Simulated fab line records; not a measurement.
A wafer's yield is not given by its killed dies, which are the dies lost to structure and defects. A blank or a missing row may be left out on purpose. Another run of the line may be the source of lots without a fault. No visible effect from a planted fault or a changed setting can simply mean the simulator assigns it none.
8D (eight disciplines) problem report, filled in by code | flow n5 finfet | the parts of the form that need people (team, actions taken, sign-off) are left out
Where a reading is given only as a bound, like >300, the bound stands for it, and a mean or a difference that rests on one is marked > or <: the true number lies beyond.

== 1. THE PROBLEM ==
Mean of raw defect count at N5_SD_EPI_N_INSPECT_26: 547 across 6 wafers in 2 lots; on wafers with no fault it is 209 (standard deviation 43). That is +7.9 standard deviations from the usual mean.
The step: inspects for defects (darkfield).
First seen on wafer L114.3, day 4 15:40, on defect inspect-01. The record has a number at this step for 25 wafers belonging to 9 lots. The rule behind "out" and "out of limits": a value lying over 4 standard deviations away from the usual mean. All remaining wafers that have a number are taken as sound.

== 2. WHAT THIS IS AND IS NOT ==
question                    | is                                   | is not
which readings at this step | raw defect count                     | -
which lots                  | L114, L116                           | L108, L110, L120, L124, L126, L127, L130
which wafers of those lots  | all that have a number               | -
read on which gauges        | defect inspect-01, defect inspect-02 | -
when                        | from day 4 15:40                     | up to then (6 sound wafers); but 13 sound wafers of L120, L124, L126, L127, L130 came after

== 3. SUSPECTS, AND WHAT RULES EACH OUT ==
Counting: a tool stays on the suspect list if, at a process step up to the reading, it processed all lots that are out and no sound lot following the first of them.
- the gauge at N5_SD_EPI_N_INSPECT_26: ruled out. The wafers that are out were read on 2 gauges (defect inspect-01, defect inspect-02).
- wet bench-04 at N5_SD_EPI_N_STRIP_18 (strips in SPM, time 750 s): ruled out as a lasting fault. After its first lot that is out, L114 (day 4 12:27), sound lots L130 ran on it.
Left after counting: nothing in the record.

== 4. THE CAUSE (what the simulator had put in) ==
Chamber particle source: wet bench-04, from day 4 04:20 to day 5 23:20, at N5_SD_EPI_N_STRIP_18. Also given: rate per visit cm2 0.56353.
Counting ruled it out, wrongly: the rule takes a fault to strike every lot that its tool runs from its start on, and this one did not.

== 5. SEQUENCE OF EFFECTS, ordered by route ==
One row per reading whose mean, taken over the struck wafers that have a number, lies over 3 standard deviations from the usual. Only readings whose record carries a usual standard deviation are examined. hours: median over the lots of the time between each lot's start at the first step of this table that gives one and its start at this step. sigmas: the change, counted in usual standard deviations.
hours | step                    | reading              | usual  | on struck wafers | change | sigmas
0     | N5_SD_EPI_N_INSPECT_26  | raw defect count     | 209    | 547              | +338   | +7.9
0     | N5_SD_EPI_P_INSPECT_11  | raw defect count     | 2.2    | >300             | >+298  | +99 or more
4     | N5_SD_EPI_P_INSPECT_26  | raw defect count     | 183    | 513              | +330   | +8.9
220   | N5_PASSIVATION_PROBE_49 | defect limited yield | 91.1 % | 84.3             | -6.8   | -4.2
220   | N5_PASSIVATION_PROBE_49 | killed at front end  | 40     | 126              | +86    | +6.1
220   | N5_PASSIVATION_PROBE_49 | killed dies          | 105    | 185              | +80    | +4.5
220   | N5_PASSIVATION_PROBE_49 | sort_bin_5_function  | 5.2 %  | 9.5              | +4.3   | +4.5
220   | N5_PASSIVATION_PROBE_49 | sort n pass          | 1075   | 995              | -80    | -4.2
220   | N5_PASSIVATION_PROBE_49 | sort yield pct       | 91.1 % | 84.3             | -6.8   | -4.2
Process steps it contains:
- N5_PASSIVATION_PROBE_49
Later steps that measure or inspect, where all struck wafers having a row at the step show a number for every such reading and not one has moved that far: N5_BEOL_M4_RC_MEAS_101.

== 6. WHAT WOULD HAVE CAUGHT IT SOONER ==
Counted from the fault's start at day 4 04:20, it took 11 hours until the first out-of-limits reading at a measuring or inspecting step in this record, taken at day 4 15:40.
